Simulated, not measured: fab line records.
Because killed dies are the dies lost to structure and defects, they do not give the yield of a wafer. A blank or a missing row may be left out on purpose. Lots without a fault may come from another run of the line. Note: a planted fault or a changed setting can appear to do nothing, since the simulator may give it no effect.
Chamber matching :: flow nandHarc :: rieDiel-01 running NHARC_A_STAIRCASE_ETCH_169: 4 sister chambers
The step etches the open film in CH3F/O2, target depth 50 nm, time 107.1 s. 14 wafers are shown with their chamber, then 7 later ones without.

== WAFERS WITH THEIR CHAMBER ==
wafer: L182.1
chamber: 0
drypumpMotorCurrentA (A): 5.3
showerheadPlenumPTorr (Torr): 2.64
rfVppV (V): 247.5

wafer: L182.3
chamber: 1
drypumpMotorCurrentA (A): 5.2
showerheadPlenumPTorr (Torr): 2.52
rfVppV (V): 244.7

wafer: L182.5
chamber: 2
drypumpMotorCurrentA (A): 6.5
showerheadPlenumPTorr (Torr): 2.52
rfVppV (V): 245.7

wafer: L184.1
chamber: 0
drypumpMotorCurrentA (A): 5.3
showerheadPlenumPTorr (Torr): 2.64
rfVppV (V): 246.8

wafer: L184.2
chamber: 2
drypumpMotorCurrentA (A): 6.6
showerheadPlenumPTorr (Torr): 2.53
rfVppV (V): 247.0

wafer: L184.3
chamber: 1
drypumpMotorCurrentA (A): 5.2
showerheadPlenumPTorr (Torr): 2.52
rfVppV (V): 244.9

wafer: L188.1
chamber: 1
drypumpMotorCurrentA (A): 5.2
showerheadPlenumPTorr (Torr): 2.51
rfVppV (V): 244.3

wafer: L188.2
chamber: 3
drypumpMotorCurrentA (A): 5.9
showerheadPlenumPTorr (Torr): 2.33
rfVppV (V): 241.2

wafer: L188.4
chamber: 0
drypumpMotorCurrentA (A): 5.3
showerheadPlenumPTorr (Torr): 2.63
rfVppV (V): 246.3

wafer: L193.1
chamber: 0
drypumpMotorCurrentA (A): 5.3
showerheadPlenumPTorr (Torr): 2.62
rfVppV (V): 245.7

wafer: L193.4
chamber: 3
drypumpMotorCurrentA (A): 5.9
showerheadPlenumPTorr (Torr): 2.32
rfVppV (V): 241.4

wafer: L193.5
chamber: 0
drypumpMotorCurrentA (A): 5.3
showerheadPlenumPTorr (Torr): 2.62
rfVppV (V): 245.8

wafer: L194.2
chamber: 1
drypumpMotorCurrentA (A): 5.2
showerheadPlenumPTorr (Torr): 2.50
rfVppV (V): 244.5

wafer: L194.4
chamber: 3
drypumpMotorCurrentA (A): 5.9
showerheadPlenumPTorr (Torr): 2.32
rfVppV (V): 242.4

SIGNATURES (averages over the wafers above)
reading: drypumpMotorCurrentA
chamber 0: 5.300
chamber 1: 5.200
chamber 2: 6.550
chamber 3: 5.900
scatter within a chamber: 0.0224

reading: showerheadPlenumPTorr
chamber 0: 2.6300
chamber 1: 2.5125
chamber 2: 2.5250
chamber 3: 2.3233
scatter within a chamber: 0.0089

reading: rfVppV
chamber 0: 246.420
chamber 1: 244.600
chamber 2: 246.350
chamber 3: 241.667
scatter within a chamber: 0.64
Rule: a wafer's distance from a chamber is the root of the sum, over the readings, of the square of ((its reading less the chamber's mean) divided by the reading's scatter). If the next closest chamber is less than 2 further off than the closest, the wafer can't be placed; otherwise it belongs to the closest. The scatter: the root of (the sum of the squares of (reading less its chamber's mean) over the shown wafers, divided by (wafers less chambers)).

== WAFERS WITH NO CHAMBER GIVEN ==
wafer: L194.5
drypumpMotorCurrentA (A): 5.9
showerheadPlenumPTorr (Torr): 2.32
rfVppV (V): 243.2

wafer: L200.1
drypumpMotorCurrentA (A): 5.9
showerheadPlenumPTorr (Torr): 2.31
rfVppV (V): 243.0

wafer: L200.2
drypumpMotorCurrentA (A): 5.1
showerheadPlenumPTorr (Torr): 2.50
rfVppV (V): 246.2

wafer: L200.3
drypumpMotorCurrentA (A): 5.2
showerheadPlenumPTorr (Torr): 2.61
rfVppV (V): 247.3

wafer: L201.3
drypumpMotorCurrentA (A): 5.2
showerheadPlenumPTorr (Torr): 2.61
rfVppV (V): 245.7

wafer: L201.5
drypumpMotorCurrentA (A): 5.3
showerheadPlenumPTorr (Torr): 2.61
rfVppV (V): 246.4

wafer: L201.6
drypumpMotorCurrentA (A): 5.9
showerheadPlenumPTorr (Torr): 2.31
rfVppV (V): 242.4

== CHAMBER TAKEN BY EACH ==
wafer: L194.5
from the rows above: 3
in truth: 3

wafer: L200.1
from the rows above: 3
in truth: 3

wafer: L200.2
from the rows above: 1
in truth: 1

wafer: L200.3
from the rows above: 0
in truth: 0

wafer: L201.3
from the rows above: 0
in truth: 0

wafer: L201.5
from the rows above: 0
in truth: 0

wafer: L201.6
from the rows above: 3
in truth: 3
Placed correctly: 7 of 7. From these rows, 0 cannot be placed. Placed wrongly: 0.
